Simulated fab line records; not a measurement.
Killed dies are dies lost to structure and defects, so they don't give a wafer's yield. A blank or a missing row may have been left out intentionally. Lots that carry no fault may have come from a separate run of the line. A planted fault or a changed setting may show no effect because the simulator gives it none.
Comparing a struck lot with a sound one / flow n5_finfet / 15 out of 1938 route steps
Sound: the wafers L631.3, L631.5, L631.6. Wafers struck: L635.2, L635.3, L635.4. At the end, the cause is stated.
Per side, at each step with rows, come the tool, then ch with its chambers, and then its first start. Under that, the readings that differ: sound wafers / struck wafers / difference of the means / sigmas: that difference in standard deviations of wafers without a fault.
alike: words and numbers the same on both sides, and readings whose means are apart by under 2 such deviations; not compared: readings that were withheld, readings missing a value for some wafer, numbers with overlapping values and no deviation given by the record, and bounds like >300 which may hide the same value.
Wherever a step has rows on one side only, a row that says differs or no value, or a row with sigmas, the two part there. Numbers that don't overlap but have no deviation are shown without sigmas and don't part them. A reading missing from all wafers of one side parts the sides only when that side holds two or more wafers.

first, 5 steps without rows for these wafers: N5_PASSIVATION_SOFTBAKE_39 (time 120 s); N5_PASSIVATION_EXPOSE_41 (exposes mask PASS OPEN, defocus 0 nm, target cd 40000 nm); N5_PASSIVATION_PEB_42; N5_PASSIVATION_DEVELOP_43 (develop time 60 s); N5_PASSIVATION_HARDBAKE_45 (time 120 s).
N5_PASSIVATION_CD_MEAS_44: the cd target is 40000 nm.
  sound on cd_sem-02 ch 0, day 13 05:53; struck on cd_sem-03 ch 0, day 14 19:11
  alike: cd_nm
N5_PASSIVATION_OVL_MEAS_66:
  sound on overlay-01 ch 0, day 13 05:55; struck on overlay-02 ch 0, day 14 19:13
  alike: PASS_OPEN_OVL
N5_PASSIVATION_INSPECT_67: inspects for defects (macro).
  sound on defect_inspect-02 at day 13 05:56; struck on defect_inspect-01 at day 14 19:14
  alike: raw_defect_count
N5_PASSIVATION_DESCUM_46: chemistry O2, time 7.9 s.
  sound on rie_diel-06 ch 1,2,3, day 13 05:59; struck on rie_diel-01 ch 0,1,2, day 14 19:16
  alike: drypump_motor_current_A, oes_product_au, rf_fwd_power_W, rf_vpp_V, showerhead_plenum_p_Torr, temp_c, throttle_valve_pct
  not compared: rf_hours_counter_h
N5_PASSIVATION_PASS_ETCH_47: etches SiNx in CF4/O2, target depth 770 nm, time 385 s.
  sound on rie_diel-06 ch 1,2,3, day 13 06:01; struck on rie_diel-01 ch 0,1,2, day 14 19:19
  alike: drypump_motor_current_A, oes_f_703_au, oes_product_au, rf_fwd_power_W, rf_vpp_V, showerhead_plenum_p_Torr, throttle_valve_pct
  not compared: rf_hours_counter_h
N5_PASSIVATION_ETCH_54: etches SiO2 in CHF3/O2, target depth 880 nm, time 440 s.
  sound on rie_diel-06 ch 1,2,3, day 13 06:14; struck on rie_diel-01 ch 0,1,2, day 14 19:32
  alike: drypump_motor_current_A, oes_f_703_au, oes_product_au, rf_fwd_power_W, rf_vpp_V, showerhead_plenum_p_Torr, throttle_valve_pct
  not compared: rf_hours_counter_h
N5_PASSIVATION_STRIP_48: strips in O2.
  sound on rie_diel-06 ch 1,2,3, day 13 06:32; struck on rie_diel-01 ch 0,1,2, day 14 19:49
  alike: chamber_pressure_mTorr, drypump_motor_current_A, oes_product_au, rf_vpp_V, showerhead_plenum_p_Torr, temp_c, throttle_valve_pct
  not compared: rf_hours_counter_h
N5_PASSIVATION_STRIP_52: strips in post etch residue remover, time 1200 s.
  sound on wet_bench-03 ch 3,5,7, day 13 06:36; struck on wet_bench-01 ch 0,3,4, day 14 19:53
  no value came back on the struck wafers for bath_guard_temp_C (C), bath_heat_duty_pct (%), temp_c (C); on the sound wafers bath_guard_temp_C (C) reads 71.9 72.1 72.7
then, 1 step without rows for these wafers: N5_PASSIVATION_CLEAN_71 (cleans in IPA, time 180 s).
N5_PASSIVATION_PROBE_49:
  the record has rows for the struck wafers here (prober-02, day 14 22:23) and none for the sound ones

== WHERE THEY PART ==
Earliest at N5_PASSIVATION_STRIP_52; latest, in this record, at N5_PASSIVATION_PROBE_49.

WHY: what had been put in by the simulator
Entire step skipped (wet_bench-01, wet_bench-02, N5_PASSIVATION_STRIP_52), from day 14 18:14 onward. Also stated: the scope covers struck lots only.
